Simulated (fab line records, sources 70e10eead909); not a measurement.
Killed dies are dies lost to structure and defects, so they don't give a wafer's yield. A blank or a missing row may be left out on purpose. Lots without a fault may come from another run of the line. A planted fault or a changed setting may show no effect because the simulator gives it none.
Chamber matching | flow nand_harc | NHARC_P_M1_DESCUM_14 on rie_diel-07: 4 sister chambers
The step chemistry O2, time 3 s. 14 wafers are shown with their chamber, then 7 later ones without.

WAFERS WITH THEIR CHAMBER
wafer  | chamber | showerhead_plenum_p_Torr (Torr) | drypump_motor_current_A (A) | oes_product_au (a.u.)
L411.1 | 2       | 1.79                            | 5.7                         | 1.003
L411.4 | 1       | 1.93                            | 6.4                         | 1.000
L411.6 | 3       | 1.96                            | 6.1                         | 1.000
L412.1 | 0       | 2.05                            | 6.1                         | 0.968
L412.2 | 1       | 1.93                            | 6.4                         | 1.001
L412.6 | 1       | 1.93                            | 6.4                         | 0.992
L413.1 | 1       | 1.93                            | 6.4                         | 1.003
L413.2 | 3       | 1.96                            | 6.1                         | 0.990
L413.3 | 0       | 2.05                            | 6.1                         | 0.973
L423.3 | 1       | 1.93                            | 6.4                         | 0.984
L423.4 | 3       | 1.96                            | 6.2                         | 1.015
L423.5 | 1       | 1.93                            | 6.4                         | 0.984
L425.1 | 1       | 1.93                            | 6.4                         | 1.017
L425.2 | 0       | 2.04                            | 6.1                         | 0.988

SIGNATURES (means of the wafers above)
reading                  | chamber 0 | chamber 1 | chamber 2 | chamber 3 | scatter within a chamber
showerhead_plenum_p_Torr | 2.0467    | 1.9300    | 1.7900    | 1.9600    | 0.00258
drypump_motor_current_A  | 6.100     | 6.400     | 5.700     | 6.133     | 0.0258
oes_product_au           | 0.97633   | 0.99729   | 1.00300   | 1.00167   | 0.0116
Rule: a wafer's distance from a chamber is the root of the sum, over the readings, of the square of ((its reading less the chamber's mean) divided by the reading's scatter). The wafer belongs to the nearest chamber; if the next one is less than 2 further off, it can't be placed. The scatter: the root of (the sum of the squares of (reading less its chamber's mean) over the shown wafers, divided by (wafers less chambers)).

WAFERS WITHOUT THEIR CHAMBER
wafer  | showerhead_plenum_p_Torr (Torr) | drypump_motor_current_A (A) | oes_product_au (a.u.)
L425.6 | 2.04                            | 6.1                         | 0.991
L426.1 | 2.04                            | 6.1                         | 0.986
L426.5 | 1.93                            | 6.4                         | 1.006
L426.6 | 2.04                            | 6.1                         | 0.976
L430.1 | 1.95                            | 6.1                         | 0.989
L430.4 | 2.04                            | 6.2                         | 0.995
L430.6 | 2.04                            | 6.1                         | 1.002

WHICH CHAMBER EACH WENT THROUGH
wafer  | from the rows above | in truth
L425.6 | 0                   | 0
L426.1 | 0                   | 0
L426.5 | 1                   | 1
L426.6 | 0                   | 0
L430.1 | 3                   | 3
L430.4 | 0                   | 0
L430.6 | 0                   | 0
Placed correctly: 7 of 7. Can't be placed from these rows: 0. Placed wrongly: 0.
